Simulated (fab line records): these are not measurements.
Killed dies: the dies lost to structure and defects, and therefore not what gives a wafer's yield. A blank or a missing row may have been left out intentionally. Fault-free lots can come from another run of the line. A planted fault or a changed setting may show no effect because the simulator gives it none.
Which tool is to blame? :: flow nandHarc :: 36 wafers from 12 lots sampled at 2 of the route's 1159 steps

## WHAT THE GAUGES READ, wafer by wafer
NHARC_P_M1_THK_MEAS_24: measures by xrf.
lot: L076
measured: day 6 09:52
on: filmMetro-02
thkNm (nm): 155.8 155.9 157.4

lot: L077
measured: day 7 07:11
on: filmMetro-02
thkNm (nm): 157.8 157.3 155.5

lot: L079
measured: day 7 12:25
on: filmMetro-02
thkNm (nm): 158.6 158.0 155.2

lot: L081
measured: day 7 22:04
on: filmMetro-01
thkNm (nm): 157.3 158.9 157.3

lot: L084
measured: day 8 08:16
on: filmMetro-02
thkNm (nm): 158.0 159.8 157.7

lot: L088
measured: day 9 11:29
on: filmMetro-01
thkNm (nm): 156.9 158.0 158.3

lot: L086
measured: day 9 22:30
on: filmMetro-01
thkNm (nm): 157.2 157.1 156.8

lot: L089
measured: day 10 05:58
on: filmMetro-02
thkNm (nm): 157.7 158.2 155.9

lot: L091
measured: day 10 07:02
on: filmMetro-01
thkNm (nm): 156.3 157.1 156.9

lot: L093
measured: day 10 21:53
on: filmMetro-02
thkNm (nm): 158.0 158.1 156.1

lot: L094
measured: day 11 02:03
on: filmMetro-01
thkNm (nm): 156.5 157.2 160.0

lot: L097
measured: day 12 05:08
on: filmMetro-02
thkNm (nm): 161.3 159.2 159.1

## WHICH TOOL RAN EACH LOT (tool, then ch and the chambers of the sampled wafers, then the start)
lot: L076
NHARC_P_M0_PRE_CLEAN_29: pvdSputter-02, day 6 09:52 or earlier

lot: L077
NHARC_P_M0_PRE_CLEAN_29: pvdSputter-01, day 7 07:11 or earlier

lot: L079
NHARC_P_M0_PRE_CLEAN_29: pvdSputter-02, day 7 12:25 or earlier

lot: L081
NHARC_P_M0_PRE_CLEAN_29: pvdSputter-03, day 7 22:04 or earlier

lot: L084
NHARC_P_M0_PRE_CLEAN_29: pvdSputter-03, day 8 08:16 or earlier

lot: L088
NHARC_P_M0_PRE_CLEAN_29: pvdSputter-03, day 9 11:29 or earlier

lot: L086
NHARC_P_M0_PRE_CLEAN_29: pvdSputter-03, day 9 22:30 or earlier

lot: L089
NHARC_P_M0_PRE_CLEAN_29: pvdSputter-01, day 10 05:58 or earlier

lot: L091
NHARC_P_M0_PRE_CLEAN_29: pvdSputter-01, day 10 07:02 or earlier

lot: L093
NHARC_P_M0_PRE_CLEAN_29: pvdSputter-01, day 10 21:53 or earlier

lot: L094
NHARC_P_M0_PRE_CLEAN_29: pvdSputter-03, day 11 02:03 or earlier

lot: L097
NHARC_P_M0_PRE_CLEAN_29: pvdSputter-03, day 12 05:08 or earlier
- NHARC_P_M0_PRE_CLEAN_29: time 30 s.

## THE ANSWER, worked out from the rows above alone
Rule: the usual values come from the lots themselves. The widest of any qualifying gaps counts: lots, ordered by their means at a reading, are off when they make up no more than a third of the lots, leave a main group of 4 or more, and stand apart from it by 3 or more times the standard deviation of that group's means. A main group is skipped when, at the precision printed for the reading in the tables above, its means are all equal. Also off: a lot with no number at a reading for which 4 or more lots have one. Where the step has rows for the other lots, those lots are counted as sound.
No lot is off on any of the readings shown, so nothing can be concluded from this.

## WHAT THE SIMULATOR HAD PUT IN
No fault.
